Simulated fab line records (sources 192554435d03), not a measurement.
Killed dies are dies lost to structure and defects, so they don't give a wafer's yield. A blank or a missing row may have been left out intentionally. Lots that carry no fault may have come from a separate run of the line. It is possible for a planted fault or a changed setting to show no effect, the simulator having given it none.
fab line records	flow n5_finfet
record lots=8	wafers=24	last_day=18
route steps=1938 shown BEOL_M4@1111 BEOL_M5@1136 PASSIVATION@1936
lots that met no fault: from a run of the same line without faults
start_h: start of the lot's first displayed wafer, in hours after the record's first day	wait_h: hours elapsed since this lot's preceding step	" identical to the entry in the row above	L1.1+2: a single row standing in for several wafers	- no value present, or no start provided	* or withheld: withheld	< > ~ a bound
route shown NAME@n: NAME is a module with steps in the file, n the number in the route of the first one	usual: the fault-free wafers' mean and standard deviation	same: alike in all rows	chamber/n: place in a boat	sites: per-site readings	_std_site: how widely they spread, as a standard deviation	_edge_site: the outer-site mean with the inner-site mean subtracted	radius_mm: how far each site lies from the wafer's centre	mask NAME#n: copy n	behind: the tool/chamber that last shaped the wafer	hold: cause of the lot's hold/its duration in hours/its outcome	device: transistor that didn't switch, given as n, p or np	end of line: the tests these same wafers got at the end of their route	step lacking rows: just its recipe	killed: count of dies lost to structure and defects at first sort (not the wafer's yield)	map: shows each die of a wafer: x if killed, . if not, _ if none is there
set.NAME: the setting the step ran with; set.NAME@STEP: the setting that earlier step ran with	model.NAME: the simulator's own value behind a step, which no gauge read
steps of the route over a sample of lots; a table a step, a row a wafer
services: from which hour (start_h, from the record's first day; less than 0 if before it) a tool's chamber was out of use, for how many hours, and why
## steps
# step N5_BEOL_M4_RC_MEAS_101
# usual DIBL_N=35.9/1.3	DIBL_P=35.9/1.5	IOFF_N=0.152/0.023	IOFF_P=0.204/0.027	ION_N=673/9.2	ION_P=462/6.7	SS_N=71.4/0.48	SS_P=73.2/0.55	VT_N=250.3/2.6	VT_P=-250.6/3
lot.wafer	tool	chamber	start_h	wait_h	DIBL_N[mV/V]	DIBL_P[mV/V]	IOFF_N[nA/um]	IOFF_P[nA/um]	ION_N[uA/um]	ION_P[uA/um]	SS_N[mV/dec]	SS_P[mV/dec]	VT_N[mV]	VT_P[mV]
L775.2	prober-02	0	210.39	0.2	36.5	37.3	0.167	0.198	677	461	70.8	74.3	249.8	-253.7
L775.3	"	0	"	"	35.0	36.3	0.150	0.182	679	452	71.0	73.0	252.0	-254.3
L775.6	"	0	"	"	36.1	37.1	0.163	0.197	680	462	71.5	73.2	248.3	-251.2
L782.1	prober-02	0	247.96	0.3	38.2	38.8	0.225	0.247	690	467	71.5	74.1	242.7	-248.1
L782.2	"	0	"	"	37.6	37.3	0.206	0.217	678	458	71.8	73.2	244.2	-253.5
L782.5	"	0	"	"	36.9	36.6	0.182	0.209	682	458	71.3	72.6	246.1	-251.4
L784.1	prober-01	0	249.16	0.0	34.3	33.5	0.154	0.211	683	472	71.5	72.7	248.0	-249.9
L784.4	"	0	"	"	35.1	33.7	0.163	0.210	681	463	71.7	73.3	248.1	-249.2
L784.5	"	0	"	"	34.8	34.6	0.161	0.225	679	470	71.2	74.5	249.0	-248.3
L783.1	prober-01	0	266.27	0.0	35.2	36.2	0.158	0.216	679	469	71.9	72.9	250.1	-248.2
L783.2	"	0	"	"	32.5	33.7	0.120	0.180	670	462	70.6	72.4	252.9	-250.1
L783.6	"	0	"	"	35.8	36.4	0.160	0.222	671	462	71.1	73.5	251.2	-248.6
L788.1	prober-02	0	276.64	0.0	33.7	32.6	0.112	0.168	658	463	71.3	72.2	254.1	-251.2
L788.4	"	0	"	"	37.4	37.8	0.179	0.235	677	469	71.4	74.2	249.8	-248.6
L788.5	"	0	"	"	35.2	34.0	0.140	0.181	664	458	71.7	72.9	250.1	-250.5
L790.1	prober-02	0	302.23	0.0	34.5	36.0	0.143	0.198	681	470	71.5	73.3	252.2	-248.9
L790.3	"	0	"	"	33.8	35.6	0.137	0.187	665	466	71.2	73.1	253.1	-253.0
L790.5	"	0	"	"	35.7	37.6	0.164	0.223	681	467	71.5	73.5	249.4	-251.9
L792.1	prober-02	0	305.47	0.0	36.1	36.0	0.162	0.183	675	454	71.9	73.0	250.0	-253.1
L792.2	"	0	"	"	36.2	36.6	0.164	0.187	668	455	72.0	73.8	248.5	-255.2
L792.4	"	0	"	"	35.4	35.8	0.149	0.176	669	452	71.4	73.1	250.2	-256.0
L793.2	prober-02	0	313.59	0.2	35.1	35.8	0.128	0.167	669	455	71.1	73.3	255.3	-254.2
L793.5	"	0	"	"	35.0	36.8	0.132	0.175	668	454	71.7	73.4	253.2	-253.3
L793.6	"	0	"	"	35.1	36.6	0.138	0.171	672	456	71.8	73.2	252.9	-257.5
# step N5_BEOL_M5_HM_OPEN_17
# recipe chemistry=Cl2/BCl3	target_depth_a=200	overetch_a=60	target=TiN	mask_material=SOC	ion_energy_ev=150	pressure_mtorr=10	icp_w=1000	bias_w=126	Cl2_flow_sccm=53.25	bcl3_flow_sccm=21.75	Ar_flow_sccm=25
# usual drypump_motor_current_A=5.5/0.39	oes_product_au=0.62/0.062	throttle_valve_pct=22.30/0.26
lot.wafer	tool	chamber	start_h	wait_h	drypump_motor_current_A	oes_product_au	rf_hours_counter_h	throttle_valve_pct
L775.2	rie_metal-03	0	214.57	0.0	6.3	0.69	27	22.15
L775.3	"	1	"	"	5.3	0.75	-	22.06
L775.6	"	1	"	"	5.3	0.76	-	22.03
L782.1	rie_metal-02	0	251.49	0.0	5.4	0.58	93	22.08
L782.2	"	1	"	"	5.1	0.63	49	22.61
L782.5	"	0	"	"	5.3	0.58	-	22.08
L784.1	rie_metal-02	0	252.31	0.0	5.3	0.58	94	22.08
L784.4	"	0	"	"	5.3	0.59	-	22.07
L784.5	"	0	"	"	5.3	0.58	-	22.10
L783.1	rie_metal-01	0	270.94	0.0	5.9	0.58	91	22.16
L783.2	"	1	"	"	5.5	0.53	109	22.69
L783.6	"	0	"	"	5.9	0.59	-	22.12
L788.1	rie_metal-02	1	281.66	0.0	5.1	0.63	52	22.61
L788.4	"	0	"	"	5.4	0.59	-	22.08
L788.5	"	0	"	"	5.4	0.58	-	22.08
L790.1	rie_metal-01	0	305.43	0.0	5.9	0.58	95	22.17
L790.3	"	1	"	"	5.5	0.53	-	22.70
L790.5	"	1	"	"	5.5	0.53	-	22.68
L792.1	rie_metal-03	1	308.92	0.0	5.3	0.72	20	22.06
L792.2	"	0	"	"	6.3	0.66	36	22.17
L792.4	"	0	"	"	6.3	0.66	-	22.17
L793.2	rie_metal-03	0	318.48	0.0	6.3	0.67	37	22.16
L793.5	"	0	"	"	6.3	0.67	-	22.15
L793.6	"	1	"	"	5.3	0.72	-	22.04
# step N5_BEOL_M5_CD_MEAS_28
# recipe target_cd_nm=30.6	landing_energy_ev=500	detector=se_inlens	target_cd_y_nm=20	polarity=opening
# usual cd_nm=30.60/0.22
lot.wafer	tool	chamber	start_h	wait_h	cd_nm
L775.2	cd_sem-01	0	215.13	-	30.24
L775.3	"	0	"	"	30.34
L775.6	"	0	"	"	30.34
L782.1	cd_sem-03	0	252.32	-	30.33
L782.2	"	0	"	"	30.53
L782.5	"	0	"	"	30.97
L784.1	cd_sem-03	0	255.69	-	30.30
L784.4	"	0	"	"	30.49
L784.5	"	0	"	"	30.73
L783.1	cd_sem-01	0	273.71	-	30.32
L783.2	"	0	"	"	30.78
L783.6	"	0	"	"	30.77
L788.1	cd_sem-02	0	286.67	-	30.48
L788.4	"	0	"	"	30.43
L788.5	"	0	"	"	30.46
L790.1	cd_sem-01	0	306.95	-	30.97
L790.3	"	0	"	"	30.73
L790.5	"	0	"	"	30.36
L792.1	cd_sem-03	0	312.86	-	30.41
L792.2	"	0	"	"	30.16
L792.4	"	0	"	"	30.70
L793.2	cd_sem-02	0	319.11	-	30.36
L793.5	"	0	"	"	30.52
L793.6	"	0	"	"	30.64
# step N5_BEOL_M5_ETCH_67
# recipe chemistry=CF4	target=SiARC	target_depth_a=156	mask_material=CAR-EUV	time_s=26	ion_energy_ev=80	pressure_mtorr=40	source_w=545	bias_w=36	Ar_flow_sccm=100	cf4_flow_sccm=100	ends=cleared
# usual bias_w=36.02/0.11	cf4_flow_sccm=100.0/0.31	drypump_motor_current_A=5.49/0.28	etch_rf_on_time_s=26.0/0.33	oes_product_au=0.64/0.049	rf_vpp_V=183.8/1.2	showerhead_plenum_p_Torr=2.12/0.072	throttle_valve_pct=15.63/0.25
lot.wafer	tool	chamber	start_h	wait_h	bias_w	cf4_flow_sccm	drypump_motor_current_A	etch_rf_on_time_s	oes_product_au	rf_hours_counter_h	rf_vpp_V	showerhead_plenum_p_Torr	throttle_valve_pct
L775.2	rie_diel-01	2	215.30	0.0	36.05	100.1	5.69	26.3	0.61	222	182.7	2.12	15.81
L775.3	"	1	"	"	36.07	100.0	5.60	25.8	0.61	221	184.9	2.20	15.71
L775.6	"	3	"	"	36.05	99.7	5.67	25.6	0.65	-	184.3	2.07	15.35
L782.1	rie_diel-01	0	252.49	0.0	-	-	-	-	-	-	-	-	-
L782.2	"	3	"	"	-	-	-	-	-	-	-	-	-
L782.5	"	1	"	"	-	-	-	-	-	-	-	-	-
L784.1	rie_diel-06	1	256.42	0.0	-	-	-	-	-	-	-	-	-
L784.4	"	3	"	"	-	-	-	-	-	-	-	-	-
L784.5	"	2	"	"	-	-	-	-	-	-	-	-	-
L783.1	rie_diel-01	3	274.06	0.0	-	-	-	-	-	-	-	-	-
L783.2	"	0	"	"	-	-	-	-	-	-	-	-	-
L783.6	"	0	"	"	-	-	-	-	-	-	-	-	-
L788.1	rie_diel-06	0	286.95	0.0	35.98	99.9	5.49	25.5	0.72	84	184.9	2.16	15.32
L788.4	"	2	"	"	36.07	99.8	5.97	25.8	0.65	131	185.4	2.23	15.37
L788.5	"	1	"	"	36.01	99.5	5.96	25.9	0.72	-	183.9	2.17	15.34
L790.1	rie_diel-01	0	307.15	0.0	35.92	99.9	5.08	26.0	0.68	102	184.4	2.16	15.80
L790.3	"	1	"	"	35.89	100.1	5.59	26.2	0.59	251	186.1	2.19	15.77
L790.5	"	1	"	"	36.02	99.9	5.58	26.3	0.59	-	185.7	2.19	15.79
L792.1	rie_diel-06	3	313.04	0.0	36.04	99.7	5.07	26.3	0.60	250	182.9	2.02	15.73
L792.2	"	1	"	"	36.10	100.0	5.99	25.3	0.73	67	185.0	2.17	15.36
L792.4	"	0	"	"	36.04	100.1	5.44	25.6	0.71	91	183.1	2.16	15.35
L793.2	rie_diel-01	0	319.28	0.0	35.92	99.7	5.09	25.8	0.68	107	185.2	2.16	15.81
L793.5	"	3	"	"	35.90	100.1	5.66	26.0	0.63	-	182.9	2.06	15.42
L793.6	"	1	"	"	36.02	100.0	5.61	26.1	0.59	-	183.1	2.19	15.80
# step N5_BEOL_M5_ETCH_68
# recipe chemistry=N2/H2	target=SOC	target_depth_a=800	overetch_a=160	mask_material=SiARC	temp_c=40	time_s=120	ion_energy_ev=200	pressure_mtorr=30	source_w=840	bias_w=150	n2_flow_sccm=200	h2_flow_sccm=200
# usual bias_w=150.0/0.43	chamber_pressure_mTorr=30.002/0.029	drypump_motor_current_A=5.50/0.27	oes_product_au=0.58/0.041	rf_vpp_V=523.2/2.8	showerhead_plenum_p_Torr=2.52/0.096	throttle_valve_pct=17.84/0.25
lot.wafer	tool	chamber	start_h	wait_h	bias_w	chamber_pressure_mTorr	drypump_motor_current_A	oes_product_au	rf_hours_counter_h	rf_vpp_V	showerhead_plenum_p_Torr	throttle_valve_pct
L775.2	rie_diel-01	2	215.33	0.0	149.7	30.008	5.70	0.55	222	523.0	2.52	18.02
L775.3	"	1	"	"	149.0	30.016	5.59	0.54	221	526.5	2.63	17.96
L775.6	"	3	"	"	150.0	29.998	5.67	0.58	-	520.5	2.45	17.68
L782.1	rie_diel-01	0	252.52	0.0	150.4	30.054	5.08	0.30	91	522.9	2.56	17.90
L782.2	"	3	"	"	149.9	30.030	5.65	0.28	151	520.2	2.45	17.65
L782.5	"	1	"	"	150.2	30.010	5.58	0.26	-	526.9	2.62	17.92
L784.1	rie_diel-06	1	256.45	0.0	150.3	30.018	5.96	0.32	53	524.4	2.58	17.57
L784.4	"	3	"	"	149.2	29.995	5.07	0.26	235	519.0	2.40	17.91
L784.5	"	2	"	"	150.8	30.004	5.97	0.29	-	525.8	2.67	17.73
L783.1	rie_diel-01	3	274.09	0.0	149.7	30.040	5.65	0.28	157	520.2	2.45	17.65
L783.2	"	0	"	"	150.7	29.977	5.05	0.30	98	524.5	2.56	17.91
L783.6	"	0	"	"	150.2	29.931	5.07	0.31	-	524.6	2.56	17.91
L788.1	rie_diel-06	0	286.98	0.0	150.1	30.019	5.45	0.63	84	525.7	2.57	17.52
L788.4	"	2	"	"	149.7	30.014	5.97	0.59	131	526.7	2.67	17.77
L788.5	"	1	"	"	150.4	29.995	5.95	0.65	-	526.1	2.58	17.64
L790.1	rie_diel-01	0	307.17	0.0	149.9	29.946	5.08	0.61	102	524.8	2.56	17.96
L790.3	"	1	"	"	150.2	30.015	5.60	0.53	251	525.5	2.61	18.00
L790.5	"	1	"	"	150.2	30.000	5.56	0.53	-	526.3	2.61	18.00
L792.1	rie_diel-06	3	313.07	0.0	150.3	29.967	5.08	0.54	250	521.0	2.40	17.99
L792.2	"	1	"	"	150.5	30.026	5.99	0.64	67	526.1	2.58	17.65
L792.4	"	0	"	"	149.7	29.990	5.46	0.64	91	524.5	2.57	17.53
L793.2	rie_diel-01	0	319.31	0.0	149.6	29.980	5.08	0.61	107	524.0	2.56	17.95
L793.5	"	3	"	"	149.2	30.007	5.66	0.56	-	520.8	2.44	17.74
L793.6	"	1	"	"	149.8	30.007	5.58	0.52	-	526.8	2.61	18.02
# step N5_BEOL_M5_STRIP_36
# recipe chemistry=N2/H2	power_w=450	temp_c=40	pressure_mtorr=20	rf_frequency_hz=6e+07	overash_fraction=0.3	bias_power_w=7	h2_frac=0.5	n2_flow_sccm=200	h2_flow_sccm=200
# usual drypump_motor_current_A=5.50/0.28	oes_product_au=0.75/0.059	rf_vpp_V=59.0/1.5	showerhead_plenum_p_Torr=2.51/0.096	throttle_valve_pct=23.65/0.29
lot.wafer	tool	chamber	start_h	wait_h	drypump_motor_current_A	oes_product_au	rf_hours_counter_h	rf_vpp_V	showerhead_plenum_p_Torr	throttle_valve_pct
L775.2	rie_diel-01	2	215.47	0.0	5.70	0.71	222	59.5	2.51	23.89
L775.3	"	1	"	"	5.58	0.71	221	60.8	2.62	23.72
L775.6	"	3	"	"	5.66	0.76	-	56.5	2.45	23.61
L782.1	rie_diel-01	0	252.66	0.0	5.07	0.81	91	57.4	2.56	23.72
L782.2	"	3	"	"	5.65	0.75	151	61.9	2.45	23.58
L782.5	"	1	"	"	5.57	0.70	-	58.3	2.62	23.73
L784.1	rie_diel-06	1	256.60	0.0	5.98	0.85	53	59.6	2.58	23.60
L784.4	"	3	"	"	5.06	0.71	236	59.6	2.40	23.84
L784.5	"	2	"	"	5.99	0.78	-	60.6	2.66	23.77
L783.1	rie_diel-01	3	274.24	0.0	5.67	0.74	157	59.2	2.44	23.66
L783.2	"	0	"	"	5.08	0.80	98	60.3	2.56	23.72
L783.6	"	0	"	"	5.07	0.80	-	58.5	2.56	23.72
L788.1	rie_diel-06	0	287.13	0.0	5.44	0.84	84	61.4	2.56	23.27
L788.4	"	2	"	"	5.96	0.78	131	57.3	2.66	23.77
L788.5	"	1	"	"	6.00	0.85	-	60.5	2.58	23.63
L790.1	rie_diel-01	0	307.32	0.0	5.07	0.78	102	60.0	2.56	23.76
L790.3	"	1	"	"	5.61	0.67	251	60.4	2.61	23.76
L790.5	"	1	"	"	5.60	0.68	-	59.3	2.61	23.76
L792.1	rie_diel-06	3	313.21	0.0	5.06	0.69	250	59.2	2.39	23.83
L792.2	"	1	"	"	5.99	0.85	67	59.2	2.57	23.60
L792.4	"	0	"	"	5.47	0.84	91	60.0	2.56	23.30
L793.2	rie_diel-01	0	319.46	0.0	5.06	0.79	107	56.2	2.55	23.76
L793.5	"	3	"	"	5.67	0.73	-	57.3	2.44	23.68
L793.6	"	1	"	"	5.61	0.68	-	58.4	2.61	23.77
# step N5_PASSIVATION_PROBE_49
# usual defect_limited_yield=91.0/1.5	killed_at_M0_to_M3=37/12	killed_at_M4_up=13/5	killed_at_contacts=13/6.1	killed_at_front_end=39/11	killed_at_other=4/3.2	killed_dies=106/17	killed_on_rim=13/4.2	killed_open=69/12	killed_short=35/7.9	sort_bin_5_function=5.3/1	sort_bin_6_memory=3.3/0.68	sort_n_pass=1074/17	sort_yield_pct=91.0/1.5
# same gross_dies=1180	killed_at_back_side=0	sort_bin_4_leakage[%]=0	sort_bin_8_speed[%]=0
lot.wafer	tool	chamber	start_h	wait_h	defect_limited_yield[%]	killed_at_M0_to_M3	killed_at_M4_up	killed_at_contacts	killed_at_front_end	killed_at_other	killed_dies	killed_on_rim	killed_open	killed_short	sort_bin_5_function[%]	sort_bin_6_memory[%]	sort_n_pass	sort_yield_pct[%]
L782.1	prober-01	-	361.45	0.0	0	29	1094	15	38	4	1180	152	61	33	96.7	2.8	0	0
L782.2	prober-01	-	361.50	0.1	0	24	1091	15	50	0	1180	152	56	36	96.9	2.8	0	0
L782.5	prober-01	-	361.65	0.2	0	25	1110	6	38	1	1180	152	58	23	97.5	2.3	0	0
L784.1	prober-02	-	361.69	0.1	0	43	1070	13	48	6	1180	152	80	38	95.2	4.7	0	0
L784.4	prober-02	-	361.84	0.3	0	26	1094	11	48	1	1180	152	82	22	97.0	2.9	0	0
L784.5	prober-02	-	361.89	0.3	0	44	1070	22	38	6	1180	152	84	45	95.8	3.8	0	0
L783.1	prober-01	-	374.41	0.0	0	52	1072	10	41	5	1180	152	80	35	95.9	3.8	0	0
L783.2	prober-01	-	374.46	0.1	0	46	1078	18	29	9	1180	152	78	34	96.4	3.5	0	0
L783.6	prober-01	-	374.66	0.3	0	41	1079	11	37	12	1180	152	77	44	95.6	3.9	0	0
# killed by level:class
L782.1 BEOL_M5:area_etch=1085 FIN_SAQP:geometric_particle:short=12 MOL_CONTACT_COAG:geometric_particle:open=12 BEOL_M0_SAQP:geometric_particle:open=11 FIN_SAQP:geometric_particle:open=9 GATE_CUT:geometric_particle:short=6 BEOL_M0_SAQP:geometric_particle:short=5 BEOL_M3:geometric_particle:open=4
L782.2 BEOL_M5:area_etch=1088 FIN_SAQP:geometric_particle:open=15 FIN_SAQP:geometric_particle:short=14 MOL_CONTACT_COAG:geometric_particle:open=14 BEOL_M0_SAQP:geometric_particle:short=7 STI_FIN_REVEAL:geometric_particle:open=6 BEOL_M0_SAQP:geometric_particle:open=6 GATE_CUT:geometric_particle:short=4
L782.5 BEOL_M5:area_etch=1099 BEOL_M0_SAQP:geometric_particle:open=12 FIN_SAQP:geometric_particle:short=8 FIN_SAQP:geometric_particle:open=7 STI_FIN_REVEAL:geometric_particle:open=7 BEOL_M3:geometric_particle:open=6 MOL_CONTACT_COAG:geometric_particle:open=6 GATE_CUT:geometric_particle:open=4
L784.1 BEOL_M5:area_etch=1062 BEOL_M3:geometric_particle:open=13 STI_FIN_REVEAL:geometric_particle:open=12 MOL_CONTACT_COAG:geometric_particle:open=11 FIN_SAQP:geometric_particle:short=10 FIN_SAQP:geometric_particle:open=10 BEOL_M2:geometric_particle:open=7 BEOL_M1:geometric_particle:open=6
L784.4 BEOL_M5:area_etch=1076 FIN_SAQP:geometric_particle:open=16 STI_FIN_REVEAL:geometric_particle:open=13 MOL_CONTACT_COAG:geometric_particle:open=11 BEOL_M4:geometric_particle:open=7 BEOL_M1:geometric_particle:open=6 BEOL_M3:geometric_particle:open=5 ILD0:geometric_particle:short=3
L784.5 BEOL_M5:area_etch=1051 MOL_CONTACT_COAG:geometric_particle:open=13 BEOL_M3:geometric_particle:open=11 BEOL_M4:geometric_particle:open=10 MOL_CONTACT_COAG:geometric_particle:short=9 BEOL_M1:geometric_particle:open=9 FIN_SAQP:geometric_particle:open=7 GATE_CUT:geometric_particle:short=5
L783.1 BEOL_M5:area_etch=1064 BEOL_M1:geometric_particle:open=19 FIN_SAQP:geometric_particle:open=18 FIN_SAQP:geometric_particle:short=11 MOL_CONTACT_COAG:geometric_particle:open=10 BEOL_M0_SAQP:geometric_particle:short=10 BEOL_M0_SAQP:geometric_particle:open=9 BEOL_M3:geometric_particle:open=7
L783.2 BEOL_M5:area_etch=1067 MOL_CONTACT_COAG:geometric_particle:open=15 BEOL_M3:geometric_particle:open=13 BEOL_M0_SAQP:geometric_particle:short=11 BEOL_M0_SAQP:geometric_particle:open=9 BEOL_M4:geometric_particle:open=8 STI_FIN_REVEAL:geometric_particle:open=4 GATE_CUT:geometric_particle:short=4
L783.6 BEOL_M5:area_etch=1058 BEOL_M0_SAQP:geometric_particle:short=11 BEOL_M0_SAQP:geometric_particle:open=11 MOL_CONTACT_COAG:geometric_particle:open=9 BEOL_M4:geometric_particle:open=9 STI_FIN_REVEAL:geometric_particle:open=7 FIN_SAQP:geometric_particle:open=6 PASS1_CAP:geometric_particle:short=6
## services
tool	chamber	start_h	hours	kind
rie_metal-03	-	195.67	0.3	repair
rie_metal-02	0	208.70	9.6	repair
rie_diel-01	0	210.39	10.2	repair
rie_metal-02	-	234.38	1.4	pm
rie_metal-02	-	244.44	0.4	repair
rie_diel-06	2	269.26	3.9	repair
rie_diel-01	0	275.92	17.7	repair
rie_diel-01	2	304.47	-	clean
rie_diel-01	2	304.47	-	consumable_replace:focus_ring
rie_diel-01	2	304.47	25.8	scheduled_down
rie_diel-01	2	304.47	25.8	vent_cycle
rie_diel-06	3	313.37	-	clean
rie_diel-06	3	313.37	-	consumable_replace:esc
rie_diel-06	3	313.37	-	consumable_replace:focus_ring
rie_diel-06	3	313.37	-	consumable_replace:showerhead
rie_diel-06	3	313.37	27.8	scheduled_down
rie_diel-06	3	313.37	27.8	vent_cycle
## key
first_sign step=N5_BEOL_M5_ETCH_67	reading=tool_record	direction=missing
effect step=N5_BEOL_M5_ETCH_68	reading=oes_product_au	direction=down	sigmas=6.9	usual=0.58	struck=0.29
effect step=N5_PASSIVATION_PROBE_49	reading=killed_at_M4_up	direction=up	sigmas=99+	usual=13	struck=1084
more_kills_born_at N5_BEOL_M5_ETCH_67@rie_diel-01=6461	N5_BEOL_M5_ETCH_67@rie_diel-06=3189
met_at N5_BEOL_M5_ETCH_67
struck_lots L782,L783,L784
later_rows_left_out L782.1,L782.2,L782.5,L783.1,L783.2,L783.6,L784.1,L784.4,L784.5
not_acting_at N5_BEOL_M5_HM_OPEN_17,N5_BEOL_M5_CD_MEAS_28,N5_BEOL_M5_STRIP_36
onset_between 215.30 252.49
fault kind=skipped_step_whole	tool=rie_diel-01,rie_diel-06	chamber=-	onset_h=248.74	steps=N5_BEOL_M5_ETCH_67	scope=struck_lots_only
# later_rows_left_out: the simulator's readings of these wafers behind a module that went badly wrong aren't trusted and aren't shown, but for the sort
